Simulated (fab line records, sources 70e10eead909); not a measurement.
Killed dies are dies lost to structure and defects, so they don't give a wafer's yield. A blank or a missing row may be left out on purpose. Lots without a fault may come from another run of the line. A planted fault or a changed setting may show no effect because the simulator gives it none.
fab line records | flow nand_harc
record lots=6 wafers=18 last_day=32
route steps=1302 shown A_CHANNEL_HOLE_D1@483 A_CHANNEL_FILL_D1@490 END@1302
lots that met no fault: from a run of the same line without faults
start_h: hours from the record's first day to the start of the lot's first wafer shown | wait_h: hours since the lot's step before | " the same as in the row above | L1.1+2: a row that stands for several wafers | - no value, or no start given | * or withheld: withheld | < > ~ a bound
route shown NAME@n: a module of which the file shows steps, and the number in the route of the first | usual: mean/standard deviation of fault-free wafers | same: alike in all rows | chamber/n: place in a boat | sites: the reading at each site | _std_site: their standard deviation | _edge_site: outer sites' mean less inner sites' | radius_mm: how far each site lies from the wafer's centre | mask NAME#n: copy n | behind: the tool/chamber that last shaped the wafer | hold: why the lot was held/for how many hours/how that ended | device: the transistor (n, p or np) that didn't switch | end of line: the same wafers' tests at the end of the route | a step without rows: its recipe alone | killed: dies lost to structure and defects at the first sort, not the wafer's yield | map: a wafer's dies, x killed, . not, _ none there
set.NAME: the setting as run; set.NAME@STEP: as run at that earlier step | model.NAME: the simulator's own value behind a step, which no gauge read
lots at some steps of the route; a table a step, a row a wafer
services: from which hour (start_h, from the record's first day; less than 0 if before it) a tool's chamber was out of use, for how many hours, and why
## steps
# step NHARC_A_CHANNEL_HOLE_D1_ETCH_44
# recipe target_depth_a=1400 overetch_a=140 time_s=77 ion_energy_ev=100 cf4_flow_sccm=80 o2_flow_sccm=20 ar_flow_sccm=0 rf_w=300 bias_w=100 chemistry=CF4/O2
# usual drypump_motor_current_A=5.8/0.46 oes_product_au=0.999/0.015 rf_vpp_V=197.9/1 showerhead_plenum_p_Torr=1.34/0.039 throttle_valve_pct=13.396/0.0089
# columns lot.wafer tool chamber start_h wait_h drypump_motor_current_A oes_product_au rf_hours_counter_h rf_vpp_V showerhead_plenum_p_Torr throttle_valve_pct
L747.3 rie_diel-13 2 204.22 0.1 6.2 0.998 1 197.3 1.31 13.402
L747.1 " 3 " " 5.3 1.007 1 197.4 1.39 13.395
L747.6 " 2 " " 6.3 0.982 - 196.4 1.31 13.397
L751.3 rie_diel-13 3 235.87 0.1 5.3 0.988 4 198.0 1.39 13.393
L751.2 " 1 " " 6.5 1.025 3 197.5 1.32 13.387
L751.6 " 2 " " 6.3 0.989 - 197.5 1.31 13.416
L753.4 rie_diel-05 1 264.15 0.1 6.3 0.991 8 199.1 1.43 13.398
L753.1 " 2 " " 5.7 1.004 8 201.2 1.44 13.398
L753.5 " 3 " " 5.5 1.008 - 198.0 1.33 13.400
L755.2 rie_diel-06 3 280.89 0.1 5.2 1.014 41 197.6 1.33 13.395
L755.6 " 2 " " 5.3 1.000 - 197.0 1.37 13.385
L755.5 " 3 " " 5.2 1.008 - 196.4 1.33 13.395
L766.3 rie_diel-13 3 383.66 0.1 5.4 0.971 3 200.4 1.38 13.378
L766.4 " 2 " " 6.2 1.009 2 196.7 1.31 13.408
L766.5 " 3 " " 5.3 0.987 - 199.9 1.38 13.394
L768.4 rie_diel-06 0 403.72 0.1 6.0 1.010 27 196.9 1.35 13.403
L768.1 " 1 " " 5.8 1.006 25 196.6 1.31 13.410
L768.6 " 3 " " 5.2 1.020 - 198.1 1.32 13.392
# step NHARC_A_CHANNEL_HOLE_D1_STRIP_27
# recipe o2_flow_sccm=500 ar_flow_sccm=0 bias_w=0 chemistry=O2
# step NHARC_A_CHANNEL_HOLE_D1_PRECLEAN_28
# recipe time_s=* temp_c=50 bath_age_min=0 chemistry=SC1
# step NHARC_A_CHANNEL_HOLE_D1_SRD_29
# step NHARC_A_CHANNEL_HOLE_D1_CD_MEAS_30
# usual cd_nm=90.3/1.5
# columns lot.wafer tool chamber start_h wait_h cd_nm
L747.1 cd_sem-02 - 205.14 - 91.7
L747.3 " - " " 89.3
L747.6 " - " " 89.1
L751.2 cd_sem-03 - 236.67 - 91.1
L751.3 " - " " 91.9
L751.6 " - " " 90.9
L753.1 cd_sem-03 - 264.94 - 90.0
L753.4 " - " " 92.0
L753.5 " - " " 90.8
L755.2 cd_sem-03 - 281.69 - 91.3
L755.5 " - " " 91.6
L755.6 " - " " 89.7
L766.3 cd_sem-02 - 384.46 - 89.0
L766.4 " - " " 88.7
L766.5 " - " " 91.5
L768.1 cd_sem-02 - 404.51 - 91.7
L768.4 " - " " 88.8
L768.6 " - " " 93.1
# step NHARC_A_CHANNEL_HOLE_D1_XSEM_31
# recipe landing_energy_ev=35000
# usual bot_cd_nm=75.0/1.6 bow_nm=8.55/0.28 tilt_deg=0.06/0.048
# columns lot.wafer tool chamber start_h wait_h bot_cd_nm bow_nm tilt_deg
L747.1 xsem-01 0 205.22 0.1 76.5 8.69 0.08
L747.3 " 0 " " 73.1 8.74 0.08
L747.6 " 0 " " 74.1 8.66 0.08
L751.2 xsem-02 0 236.76 0.1 76.0 8.49 0.02
L751.3 " 0 " " 77.4 8.48 0.02
L751.6 " 0 " " 76.6 8.39 0.02
L753.1 xsem-01 0 265.03 0.1 74.3 8.20 0.09
L753.4 " 0 " " 76.3 8.13 0.09
L753.5 " 0 " " 75.6 8.19 0.09
L755.2 xsem-01 0 281.77 0.1 76.0 8.25 0.10
L755.5 " 0 " " 76.6 8.30 0.10
L755.6 " 0 " " 74.5 8.25 0.10
L766.3 xsem-02 0 384.56 0.1 73.0 8.69 0.05
L766.4 " 0 " " 73.3 8.64 0.05
L766.5 " 0 " " 75.6 8.68 0.05
L768.1 xsem-01 0 404.60 0.1 76.9 9.10 0.00
L768.4 " 0 " " 73.7 9.03 0.00
L768.6 " 0 " " 77.5 9.14 0.00
# step NHARC_A_CHANNEL_HOLE_D1_INSPECT_40
# usual raw_defect_count=79/28
# columns lot.wafer tool chamber start_h wait_h raw_defect_count
L747.1 defect_inspect-01 - 205.32 - 62
L747.3 " - " " 39
L747.6 " - " " 62
L751.2 defect_inspect-01 - 236.86 - 92
L751.3 " - " " 98
L751.6 " - " " 94
L753.1 defect_inspect-02 - 265.12 - 108
L753.4 " - " " 104
L753.5 " - " " 116
L755.2 defect_inspect-01 - 281.87 - 109
L755.5 " - " " 85
L755.6 " - " " 90
L766.3 defect_inspect-02 - 384.65 - 65
L766.4 " - " " 63
L766.5 " - " " 84
L768.1 defect_inspect-02 - 404.71 - 81
L768.4 " - " " 82
L768.6 " - " " 109
# step NHARC_A_CHANNEL_FILL_D1_PRECLEAN_00
# recipe time_s=* temp_c=50 bath_age_min=0 chemistry=SC1
# step NHARC_A_CHANNEL_FILL_D1_SRD_01
# step NHARC_A_CHANNEL_FILL_D1_ALD_02
# recipe target_thk_a=60 pulse_time_s=10 ald_cycles=60 temp_c=300 material=SiO2
# usual ald_cycles=60/0 heater_power_w=472/32 precursor_pulse_height_rel=0.998/0.02
# same pulse_time_s=10
# columns lot.wafer tool chamber start_h wait_h ald_cycles heater_power_w precursor_pulse_height_rel
L747.3 ald_hk-02 1 205.58 - 60 451 0.995
L747.1 " 3 " " 60 480 0.994
L747.6 " 1 " " 60 454 0.995
L751.2 ald_hk-01 1 237.12 - 60 506 1.025
L751.3 " 2 " " 60 422 0.986
L751.6 " 1 " " 60 510 1.005
L753.1 ald_hk-02 0 266.90 - 60 481 1.003
L753.4 " 1 " " 60 454 0.988
L753.5 " 0 " " 60 488 1.019
L755.2 ald_hk-01 2 282.21 - 60 414 0.997
L755.5 " 0 " " 60 471 0.962
L755.6 " 1 " " 60 507 1.001
L766.4 ald_hk-01 0 385.36 - 60 470 1.014
L766.3 " 1 " " 60 503 1.002
L766.5 " 3 " " 60 485 1.014
L768.1 ald_hk-01 0 405.05 - 60 470 1.011
L768.4 " 1 " " 60 480 1.011
L768.6 " 2 " " 60 401 0.976
# step NHARC_A_CHANNEL_FILL_D1_ALD_03
# recipe target_thk_a=60 pulse_time_s=60 ald_cycles=58 temp_c=630 pressure_torr=2 material=SiNx
# step NHARC_A_CHANNEL_FILL_D1_ALD_14
# recipe target_thk_a=25 pulse_time_s=10 ald_cycles=25 temp_c=300 material=SiO2
# usual ald_cycles=25/0 heater_power_w=481/36 precursor_pulse_height_rel=1.000/0.02
# same pulse_time_s=10
# columns lot.wafer tool chamber start_h wait_h ald_cycles heater_power_w precursor_pulse_height_rel
L747.1 ald_hk-01 2 212.67 0.1 25 407 0.981
L747.3 " 0 " " 25 463 1.029
L747.6 " 2 " " 25 415 0.975
L751.3 ald_hk-04 1 244.07 0.0 25 508 0.987
L751.2 " 0 " " 25 490 1.006
L751.6 " 2 " " 25 550 1.031
L753.4 ald_hk-04 3 274.46 0.6 25 451 1.016
L753.1 " 2 " " 25 558 0.985
L753.5 " 3 " " 25 446 1.029
L755.2 ald_hk-02 3 289.11 0.1 25 492 1.028
L755.6 " 1 " " 25 455 0.985
L755.5 " 2 " " 25 500 0.976
L766.4 ald_hk-02 1 392.29 0.0 25 463 1.010
L766.3 " 3 " " 25 471 0.978
L766.5 " 2 " " 25 477 0.984
L768.4 ald_hk-04 0 411.91 0.0 25 459 0.988
L768.1 " 1 " " 25 507 1.003
L768.6 " 1 " " 25 510 1.010
# step NHARC_A_CHANNEL_FILL_D1_ALD_15
# recipe target_thk_a=20 pulse_time_s=60 ald_cycles=19 temp_c=630 pressure_torr=2 material=SiNx
# usual ald_cycles=19/0 precursor_pulse_height_rel=0.998/0.018
# same pulse_time_s=60
# columns lot.wafer tool chamber start_h wait_h ald_cycles precursor_pulse_height_rel
L747.1 ald_sin_batch-03 0 215.75 - 19 1.001
L747.3 " 0 " " 19 1.013
L747.6 " 0 " " 19 1.025
L751.2 ald_sin_batch-01 0 247.19 - 19 0.991
L751.3 " 0 " " 19 0.995
L751.6 " 0 " " 19 0.996
L753.1 ald_sin_batch-03 0 277.58 - 19 1.023
L753.4 " 0 " " 19 0.981
L753.5 " 0 " " 19 1.027
L755.2 ald_sin_batch-03 0 292.15 - 19 1.001
L755.5 " 0 " " 19 1.008
L755.6 " 0 " " 19 0.986
L766.3 ald_sin_batch-01 0 395.42 - 25 1.022
L766.4 " 0 " " 25 0.996
L766.5 " 0 " " 25 0.993
L768.1 ald_sin_batch-01 0 415.03 - 25 1.006
L768.4 " 0 " " 25 0.977
L768.6 " 0 " " 25 0.994
# step NHARC_A_CHANNEL_FILL_D1_ALD_16
# recipe target_thk_a=15 pulse_time_s=10 ald_cycles=15 temp_c=300 material=SiO2
# usual ald_cycles=15/0 heater_power_w=487/41 precursor_pulse_height_rel=1.001/0.019
# same pulse_time_s=10
# columns lot.wafer tool chamber start_h wait_h ald_cycles heater_power_w precursor_pulse_height_rel
L747.1 ald_hk-02 2 217.82 0.1 15 515 1.002
L747.3 " 3 " " 15 479 0.997
L747.6 " 2 " " 15 501 0.982
L751.2 ald_hk-01 1 249.25 0.1 15 511 0.995
L751.3 " 3 " " 15 473 1.000
L751.6 " 1 " " 15 514 1.015
L753.4 ald_hk-01 2 279.61 0.0 15 409 1.004
L753.1 " 1 " " 15 502 1.009
L753.5 " 2 " " 15 416 0.991
L755.2 ald_hk-01 2 294.25 0.0 15 408 1.022
L755.6 " 2 " " 15 407 0.992
L755.5 " 3 " " 15 468 1.010
L766.3 ald_hk-04 2 397.50 0.1 15 562 1.002
L766.4 " 0 " " 15 479 0.999
L766.5 " 2 " " 15 576 0.989
L768.1 ald_hk-04 3 417.11 0.1 15 454 0.986
L768.4 " 1 " " 15 506 1.004
L768.6 " 2 " " 15 569 1.064
# step NHARC_END_SORT_01
# recipe temp_c=25
# usual killed_at_array=54/20 killed_at_other=0.7/0.94 killed_at_periphery=3.8/2.7 killed_dies=59/20 killed_open=3.5/1.9 killed_short=2.5/1.6
# same gross_dies=677
# columns lot.wafer tool chamber start_h wait_h killed_at_array killed_at_other killed_at_periphery killed_dies killed_open killed_short
L753.4 prober-01 0 643.10 3.4 56 0 1 57 2 3
L753.5 prober-01 0 643.90 3.7 63 0 3 66 2 1
# killed by level:class
L753.4 A_CHANNEL_HOLE_D2:chamber_film_flake=27 A_CHANNEL_HOLE_D1:chamber_film_flake=17 A_STAIRCASE:chamber_film_flake=3 A_WL_FILL:chamber_film_flake=3 A_CHANNEL_FILL_D2:geometric_particle:short=2 P_BONDPAD:geometric_particle:short=1 A_ONON_D2:geometric_particle:open=1 A_SGD_CUT:geometric_particle:open=1
L753.5 A_CHANNEL_HOLE_D2:chamber_film_flake=29 A_CHANNEL_HOLE_D1:chamber_film_flake=22 A_CONTACT:chamber_film_flake=3 A_STAIRCASE:chamber_film_flake=2 P_CONTACT:geometric_particle:open=1 A_ONON_D2:geometric_particle:open=1 A_WL_FILL:geometric_particle:short=1 P_ZERO_WELL:chamber_film_flake=1
## services
# columns tool chamber start_h hours kind
rie_diel-13 1 187.75 21.0 repair
rie_diel-13 2 197.62 2.8 repair
rie_diel-06 3 216.75 16.1 repair
rie_diel-06 0 219.09 15.8 repair
ald_hk-01 - 228.73 1.3 repair
rie_diel-05 - 229.64 9.0 pm
ald_hk-04 - 260.58 10.0 pm
ald_hk-04 - 299.88 0.7 repair
ald_hk-01 - 305.60 10.0 pm
ald_hk-01 0 305.60 10.0 vent_cycle
ald_hk-01 1 305.60 10.0 vent_cycle
ald_hk-01 2 305.60 10.0 vent_cycle
ald_hk-01 3 305.60 10.0 vent_cycle
rie_diel-06 - 308.02 9.0 pm
rie_diel-13 2 310.75 4.6 repair
rie_diel-05 0 314.67 5.5 repair
ald_hk-01 0 315.60 - clean
ald_hk-01 1 315.60 - clean
rie_diel-13 - 342.23 9.0 pm
ald_hk-02 - 349.53 10.0 pm
rie_diel-13 - 362.84 3.2 repair
xsem-01 - 374.00 14.0 pm
rie_diel-13 1 386.99 5.9 repair
rie_diel-05 - 406.64 9.0 pm
## key
first_sign step=NHARC_A_CHANNEL_FILL_D1_ALD_15 reading=ald_cycles direction=up sigmas=99+ usual=19 struck=25
effect none on later readings
met_at NHARC_A_CHANNEL_FILL_D1_ALD_15
struck_wafers L766.3,L766.4,L766.5,L768.1,L768.4,L768.6
tester_left_out L766,L768
onset_between 247.19 395.42
fault kind=process_parameter_drift tool=ald_sin_batch-01 chamber=- onset_h=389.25 steps=NHARC_A_CHANNEL_FILL_D1_ALD_15 channel=ald_cycles offset=6 shape=step end_h=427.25 acts_in=these_recipes_only stated=19
# tester_left_out: of these lots the tester's yield and bins aren't shown, on N5 and GAA mostly nor the transistor test; their killed dies are dies lost to structure and defects alone, not to doping, threshold or leakage, so they don't give the yield
